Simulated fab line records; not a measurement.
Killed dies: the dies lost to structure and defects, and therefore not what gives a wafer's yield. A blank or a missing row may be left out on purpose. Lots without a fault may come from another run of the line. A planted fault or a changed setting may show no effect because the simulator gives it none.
Matching of chambers    flow n5_finfet    4 sister chambers for N5_ILD0_ALD_15 on ald_sin-02
The step deposits SiNx, target thk 24 nm, pulse time 1 s, ald cycles 480. 8 wafers are shown with their chamber, then 12 later ones without.

EACH WAFER AND ITS CHAMBER
wafer   chamber  heater_power_w (W)  precursor_pulse_height_rel
L080.1  3        836                 0.998
L082.3  2        791                 1.017
L085.3  1        1112                1.002
L085.4  2        775                 1.023
L085.6  1        1106                0.981
L089.4  0        953                 0.976
L089.5  0        947                 1.023
L089.6  3        833                 0.971

WAFERS WITHOUT THEIR CHAMBER
wafer   heater_power_w (W)  precursor_pulse_height_rel
L090.1  778                 1.004
L090.2  846                 0.983
L090.5  1164                0.990
L094.1  1165                1.004
L094.4  856                 0.986
L094.6  954                 0.991
L095.1  1163                1.001
L095.3  791                 1.003
L095.4  829                 1.019
L096.1  1138                0.974
L096.3  853                 1.020
L096.4  972                 1.015

THE CHAMBER EACH PASSED THROUGH
wafer   from the rows above  in truth
L090.1  2                    2
L090.2  3                    3
L090.5  1                    1
L094.1  1                    1
L094.4  3                    3
L094.6  0                    0
L095.1  1                    1
L095.3  2                    2
L095.4  3                    3
L096.1  1                    1
L096.3  3                    3
L096.4  0                    0
Correct placement for 12 of the 12. Number that these rows cannot place: 0. Wrongly placed: 0.
How it was worked out, from the rows above alone: a wafer's distance from a chamber is the root of the sum, over the readings, of the square of ((its reading less the chamber's mean) divided by the reading's scatter). The wafer belongs to the nearest chamber; if the next one is less than 2 further off, it can't be placed. A chamber's mean is the mean of its shown wafers. How the scatter is found: for the shown wafers, subtract from each reading the mean of its chamber, square and add these, divide the total by (wafers less chambers), then take the root.
